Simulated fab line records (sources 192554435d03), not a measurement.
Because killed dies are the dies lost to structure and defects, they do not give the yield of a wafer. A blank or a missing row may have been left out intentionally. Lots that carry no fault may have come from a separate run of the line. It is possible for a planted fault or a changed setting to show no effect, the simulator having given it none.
Split-lot experiment / flow n5 finfet / 21 wafers read from 7 lots, route of 1938 steps

== THE SPLIT ==
At N5_SD_EPI_N_PEB_07 (peb time 60 s), the setting peb temp c was moved away from the recipe's 110 C on 5 of the 21 wafers read, by -3.0% to +1.8%. The other wafers ran this setting at the recipe's value.

== THE PATH FROM SPLIT TO READING: the file shows 1 step between them ==
- N5_SD_EPI_N_DEVELOP_08: develop time 30 s

== THE READING ==
cd nm (nm) at N5_SD_EPI_N_CD_MEAS_09, where the cd target is 120 nm. Typical for fault-free wafers on this fab line: 120.2 nm, with standard deviation 0.78 nm.

wafer=L076.2; tool, chamber at the split=litho track-05, 0; peb temp c as run, C=110; against the recipe=recipe; cd nm, nm=119.1; against lot-mates on the recipe=-
wafer=L076.3; tool, chamber at the split=litho track-05, 0; peb temp c as run, C=110; against the recipe=recipe; cd nm, nm=119.8; against lot-mates on the recipe=-
wafer=L076.6; tool, chamber at the split=litho track-05, 0; peb temp c as run, C=110; against the recipe=recipe; cd nm, nm=120.3; against lot-mates on the recipe=-
wafer=L086.1; tool, chamber at the split=litho track-02, 0; peb temp c as run, C=112; against the recipe=+1.8%; cd nm, nm=126.3; against lot-mates on the recipe=no lot-mate on the recipe
wafer=L086.5; tool, chamber at the split=litho track-02, 0; peb temp c as run, C=112; against the recipe=+1.8%; cd nm, nm=125.3; against lot-mates on the recipe=no lot-mate on the recipe
wafer=L086.6; tool, chamber at the split=litho track-02, 0; peb temp c as run, C=112; against the recipe=+1.8%; cd nm, nm=124.9; against lot-mates on the recipe=no lot-mate on the recipe
wafer=L087.1; tool, chamber at the split=litho track-05, 0; peb temp c as run, C=110; against the recipe=recipe; cd nm, nm=120.3; against lot-mates on the recipe=-
wafer=L087.2; tool, chamber at the split=litho track-05, 0; peb temp c as run, C=110; against the recipe=recipe; cd nm, nm=119.4; against lot-mates on the recipe=-
wafer=L087.4; tool, chamber at the split=litho track-05, 0; peb temp c as run, C=106.7; against the recipe=-3.0%; cd nm, nm=111.2; against lot-mates on the recipe=-8.6
wafer=L088.1; tool, chamber at the split=litho track-04, 0; peb temp c as run, C=110; against the recipe=recipe; cd nm, nm=119.8; against lot-mates on the recipe=-
wafer=L088.5; tool, chamber at the split=litho track-04, 0; peb temp c as run, C=110; against the recipe=recipe; cd nm, nm=119.5; against lot-mates on the recipe=-
wafer=L088.6; tool, chamber at the split=litho track-04, 0; peb temp c as run, C=110; against the recipe=recipe; cd nm, nm=120.7; against lot-mates on the recipe=-
wafer=L089.1; tool, chamber at the split=litho track-04, 0; peb temp c as run, C=111.2; against the recipe=+1.1%; cd nm, nm=123.0; against lot-mates on the recipe=+3.1
wafer=L089.2; tool, chamber at the split=litho track-04, 0; peb temp c as run, C=110; against the recipe=recipe; cd nm, nm=119.8; against lot-mates on the recipe=-
wafer=L089.3; tool, chamber at the split=litho track-04, 0; peb temp c as run, C=110; against the recipe=recipe; cd nm, nm=120.1; against lot-mates on the recipe=-
wafer=L094.1; tool, chamber at the split=litho track-02, 0; peb temp c as run, C=110; against the recipe=recipe; cd nm, nm=117.8; against lot-mates on the recipe=-
wafer=L094.3; tool, chamber at the split=litho track-02, 0; peb temp c as run, C=110; against the recipe=recipe; cd nm, nm=121.6; against lot-mates on the recipe=-
wafer=L094.6; tool, chamber at the split=litho track-02, 0; peb temp c as run, C=110; against the recipe=recipe; cd nm, nm=120.1; against lot-mates on the recipe=-
wafer=L095.2; tool, chamber at the split=litho track-05, 0; peb temp c as run, C=110; against the recipe=recipe; cd nm, nm=120.9; against lot-mates on the recipe=-
wafer=L095.3; tool, chamber at the split=litho track-05, 0; peb temp c as run, C=110; against the recipe=recipe; cd nm, nm=120.5; against lot-mates on the recipe=-
wafer=L095.4; tool, chamber at the split=litho track-05, 0; peb temp c as run, C=110; against the recipe=recipe; cd nm, nm=120.5; against lot-mates on the recipe=-

THE FIT
A straight line over all 21 wafers: cd nm changes by +2.96 nm for each +1% of peb temp c; r = +0.97; the points scatter about the line by 0.8 nm.
The same after taking each lot's own level away (the mean of its wafers on the recipe; 18 wafers): +2.87 nm for each +1%; r = +0.95; scatter 0.77 nm.
According to that fit, moving peb temp c by its largest amount changes the reading by 8.6 nm.
Across the lots, their own levels run from 119.73 to 120.63 nm, a range of 1.2 times the standard deviation given above.
The two slopes are in agreement: the lot-to-lot level therefore moves the slope only a little.
Check: for one of the wafers moved furthest among these (-3.0%), held out of the fit, the line's prediction against its lot-mates is -8.39 nm. It came out at -8.65 nm against them.

== FURTHER SPLITS ON THESE WAFERS ==
Other splits were also applied to these wafers ahead of the reading. Each is held against what the fit with the lots' levels taken away leaves over:
other split on the same wafers=N5_WELL_APT_EXPOSE_22 dose mj; wafers away from the commonest value=10; r with cd nm (lot level and that fit taken away)=-0.10
other split on the same wafers=N5_WELL_APT_DESCUM_30 time s; wafers away from the commonest value=9; r with cd nm (lot level and that fit taken away)=+0.13
other split on the same wafers=N5_FIN_SAQP_COAT_49 spin rpm; wafers away from the commonest value=10; r with cd nm (lot level and that fit taken away)=-0.02
other split on the same wafers=N5_DUMMY_GATE_HM_DEP_06 time s; wafers away from the commonest value=6; r with cd nm (lot level and that fit taken away)=+0.00
other split on the same wafers=N5_DUMMY_GATE_EXPOSE_12 dose mj; wafers away from the commonest value=7; r with cd nm (lot level and that fit taken away)=+0.02

== THE WHOLE CHAIN: every reading that the file lists as answering this split, in the file's order ==
step=N5_SD_EPI_N_CD_MEAS_09; what it does=target cd 120 nm; reading=cd nm; change (the file's fit)=+2.87 nm for each +1% of the setting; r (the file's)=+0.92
step=N5_SD_EPI_N_DESCUM_14; what it does=chemistry O2, time 7.9 s; reading=SD_EPI_N.cd nm (the simulator's own value, which no gauge read); change (the file's fit)=+2.77 nm for each +1% of the setting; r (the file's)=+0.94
step=N5_SD_EPI_N_ETCH_35; what it does=etches SOC in N2/H2, overetch 108 nm, time 486 s; reading=SD_EPI_N.cd nm (the simulator's own value, which no gauge read); change (the file's fit)=+2.88 nm for each +1% of the setting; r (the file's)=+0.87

== FILE'S OWN FIT ==
cd nm changes by +2.87 nm for each +1% of peb temp c, r = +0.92.
